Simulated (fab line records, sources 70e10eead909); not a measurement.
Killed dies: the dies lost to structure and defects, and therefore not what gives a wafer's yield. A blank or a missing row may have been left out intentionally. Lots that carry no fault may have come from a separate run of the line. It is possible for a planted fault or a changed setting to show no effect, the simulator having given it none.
A lot that was struck, set against a sound lot + flow nandHarc + 32 steps out of a route of 1302
Sound: the wafers L383.2, L383.5, L383.6. The struck wafers were L396.1, L396.4, L396.6. Last of all comes the cause.
For every step that has rows: the tool of each side, followed by ch and its chambers, followed by its first start. Under that, the readings that differ: sound wafers + struck wafers + difference of the means + sigmas: that difference in standard deviations of wafers without a fault.
alike: same words and numbers on both sides, and readings whose means sit less than 2 such deviations apart. not compared: any withheld reading, any reading some wafer has no value for, any bound like >300 that may hide the same value, and any number with overlapping values for which the record gives no deviation.
The two part at a step that has a row with sigmas, a row that says differs or no value, or rows on one side only. Numbers that don't overlap but have no deviation are shown without sigmas and don't part them. Lack of a reading on every wafer of one side parts them only where that side has two or more wafers.

first, 8 steps without rows for these wafers: NHARC_P_M1_DESCUM_14 (chemistry O2, time 3 s); NHARC_P_M1_ETCH_35 (etches the open film in N2/H2, target depth 40 nm, overetch 12 nm, time 43.94 s); NHARC_P_M1_ETCH_15 (etches the open film in C4F8/Ar, target depth 182.5 nm, time 91.2 s); NHARC_P_M1_STRIP_18 (strips in N2/H2); NHARC_P_M1_ETCH_28 (etches the open film in CF4/N2, target depth 30 nm, time 72.99 s); NHARC_P_M1_STRIP_19 (strips in post etch residue remover, time 600 s); NHARC_P_M1_DEGAS_29 (time 60 s); NHARC_P_M1_PRE_CLEAN_30 (time 30 s).
NHARC_P_M1_PVD_20: deposits TaN, target thk 5 nm, time 8.06 s.
  sound on pvdSputter-02 at day 8 12:10; struck on pvdSputter-03 at day 13 21:00
  alike: substrateTempC, throttleValvePct
then, 22 steps without rows for these wafers: NHARC_P_M1_PVD_21 (deposits Cu, target thk 30 nm, time 20.49 s); NHARC_P_M1_ECD_22 (material Cu, target thk 400 nm); NHARC_P_M1_ANNEAL_31 (time 90 s); NHARC_P_M1_CMP_23 (polishes, t overpolish 20 s, target thk 157.82 nm); NHARC_P_M1_SRD_25; NHARC_P_M1_PRE_CLEAN_32 (time 12 s); NHARC_P_M1_DEP_33 (deposits SiCN, target thk 30 nm); NHARC_P_M2_DEP_00 (deposits SiOC, target thk 182.5 nm); NHARC_P_M2_DEHYDRATE_01 (time 120 s); NHARC_P_M2_HMDS_02 (time 30 s); NHARC_P_M2_COAT_34 (time 65 s); NHARC_P_M2_COAT_03 (resist thk 90 nm); NHARC_P_M2_SOFTBAKE_04 (time 55 s); NHARC_P_M2_EBR_05; NHARC_P_M2_EXPOSE_06 (exposes mask P M2, target cd 170 nm); NHARC_P_M2_PEB_07 (peb time 65 s); NHARC_P_M2_DEVELOP_08 (develop time 35 s); NHARC_P_M2_DESCUM_14 (chemistry O2, time 3 s); NHARC_P_M2_ETCH_35 (etches the open film in N2/H2, target depth 40 nm, overetch 12 nm, time 43.94 s); NHARC_P_M2_ETCH_15 (etches the open film in C4F8/Ar, target depth 182.5 nm, time 91.2 s); NHARC_P_M2_STRIP_18 (strips in N2/H2); NHARC_P_M2_ETCH_28 (etches the open film in CF4/N2, target depth 30 nm, time 72.99 s).
-- jump in the record: it breaks off in module P_M2 and resumes in module END (first step shown: number 1302 of the route), and 18 days separate the struck wafers' starts before and after --
NHARC_END_SORT_01:
  sound on prober-02 ch 0, day 26 10:13; struck on prober-01 ch 0, day 31 18:25
| reading                | sound          | struck         | difference | sigmas |
|------------------------|----------------|----------------|------------|--------|
| defectLimitedYield (%) | 94.8 95.0 93.4 | 77.8 78.7 80.9 | -15.3      | -6     |
| killedAtPeriphery      | 8 7 16         | 87 78 77       | +70        | +22    |
| killedDies             | 35 34 45       | 150 144 129    | +103       | +6     |
  alike: killedAtArray, killedAtOther, killedOpen, killedShort

== WHERE THEY PART ==
Within this record, at NHARC_END_SORT_01 only.

WHY: what the simulator had put in
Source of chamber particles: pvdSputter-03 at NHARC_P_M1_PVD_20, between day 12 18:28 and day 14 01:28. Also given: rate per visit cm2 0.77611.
